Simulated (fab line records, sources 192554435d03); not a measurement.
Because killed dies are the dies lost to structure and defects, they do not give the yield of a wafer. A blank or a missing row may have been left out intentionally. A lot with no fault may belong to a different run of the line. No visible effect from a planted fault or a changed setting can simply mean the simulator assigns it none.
Check for tools in common    flow n5 finfet    9 lots and 26 wafers in the sample

WHY IT WAS OPENED
On 2 of the 9 lots, a flag is raised at N5_PMOS_HMC_CHANNEL_EPI_INSPECT_30 on the reading raw defect count. Fault-free wafers read 19, with a standard deviation of 6.9.
Rule: flag the lot when none of its wafers has a number, or when each of its wafers that has one lies beyond 4 standard deviations from that mean. The rest of the lots are taken to be sound.

lot   measured     on                 raw defect count, wafer by wafer  flag
L987  day 2 03:20  defect inspect-02  33 15 15                          
L989  day 2 14:52  defect inspect-02  19 34 22                          
L990  day 2 20:37  defect inspect-02  21 18 17                          
L992  day 3 09:02  defect inspect-02  21 15 29                          
L998  day 4 20:57  defect inspect-02  1033 997 1002                     FLAGGED
L100  day 5 08:52  defect inspect-02  1013 1070 953                     FLAGGED
L105  day 6 16:46  defect inspect-01  23 35                             
L107  day 7 02:44  defect inspect-02  23 16 12                          
L109  day 7 14:55  defect inspect-02  20 30 13                          
On average the flagged lots read 1011, which is +992 against the usual, or +99 or more standard deviations.

TOOL THAT RAN EACH LOT
The record holds 2 process steps before the reading, out of a route of 1938 steps. In each cell: the tool, then ch and the chambers that the sampled wafers went through, then the start.
lot   flag     N5_PMOS_HMC_CHANNEL_EPI_FIN_RECESS_16  N5_PMOS_HMC_CHANNEL_EPI_CMP_21
L987           rie si-02 ch 0,1,2, day 2 00:57        cmp-03 ch 0,2,3, day 2 02:30
L989           rie si-01 ch 0,1, day 2 12:34          cmp-01 ch 0,1, day 2 14:07
L990           rie si-06 ch 1,3, day 2 18:12          cmp-02 ch 0,2,3, day 2 19:46
L992           rie si-01 ch 1,2,3, day 3 06:45        cmp-03 ch 1,2, day 3 08:16
L998  FLAGGED  rie si-06 ch 1,2, day 4 17:44          cmp-03 ch 0,1,2, day 4 20:10
L100  FLAGGED  rie si-02 ch 0,1,2, day 5 06:35        cmp-03 ch 0,1,2, day 5 08:06
L105           rie si-02 ch 1,2, day 6 11:40          cmp-01 ch 2, day 6 15:46
L107           rie si-01 ch 0,1,3, day 7 00:02        cmp-02 ch 2,3, day 7 01:33
L109           rie si-02 ch 0,1,2, day 7 11:38        cmp-01 ch 0,2,3, day 7 14:08
These steps, and what they do:
- N5_PMOS_HMC_CHANNEL_EPI_FIN_RECESS_16: chemistry HBr/Cl2, target Si, target depth 54 nm, time 18 s.
- N5_PMOS_HMC_CHANNEL_EPI_CMP_21: polishes SiGe30, target thk 54 nm.
- N5_PMOS_HMC_CHANNEL_EPI_INSPECT_30: inspects for defects (darkfield).

FLAGGED OVER TOTAL, TOOL BY TOOL (the gauges that took the reading come last)
step                                   tool               lots run  flagged  share of the flagged lots  sound lots run after its first flagged lot
N5_PMOS_HMC_CHANNEL_EPI_FIN_RECESS_16  rie si-01          3         0        none                       -
N5_PMOS_HMC_CHANNEL_EPI_FIN_RECESS_16  rie si-02          4         1        some                       2 (L105,L109)
N5_PMOS_HMC_CHANNEL_EPI_FIN_RECESS_16  rie si-06          2         1        some                       0
N5_PMOS_HMC_CHANNEL_EPI_CMP_21         cmp-01             3         0        none                       -
N5_PMOS_HMC_CHANNEL_EPI_CMP_21         cmp-02             2         0        none                       -
N5_PMOS_HMC_CHANNEL_EPI_CMP_21         cmp-03             4         2        all                        0
N5_PMOS_HMC_CHANNEL_EPI_INSPECT_30     defect inspect-01  1         0        none                       -
N5_PMOS_HMC_CHANNEL_EPI_INSPECT_30     defect inspect-02  8         2        all                        2 (L107,L109)

WHAT THE TABLE ALLOWS
2 rows of the table ran every flagged lot: cmp-03 at N5_PMOS_HMC_CHANNEL_EPI_CMP_21, defect inspect-02 at N5_PMOS_HMC_CHANNEL_EPI_INSPECT_30.
- cmp-03 at N5_PMOS_HMC_CHANNEL_EPI_CMP_21: 2 of its 4 lots flagged. A fault beginning between L992 (day 3 08:16), its last sound lot, and L998 (day 4 20:10), its first flagged one, fits the data.
- defect inspect-02 at N5_PMOS_HMC_CHANNEL_EPI_INSPECT_30: 2 of its 8 lots flagged. Sound lots followed the first flagged one (L107, L109) on it, something a lasting fault affecting the whole tool could not allow.
What remains is a single tool, cmp-03 at N5_PMOS_HMC_CHANNEL_EPI_CMP_21.

WHAT THE SIMULATOR PUT IN
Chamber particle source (cmp-03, N5_PMOS_HMC_CHANNEL_EPI_CMP_21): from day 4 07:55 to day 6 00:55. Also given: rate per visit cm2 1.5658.
Lots struck among those shown: L998, L100. The rule above reached the same finding.
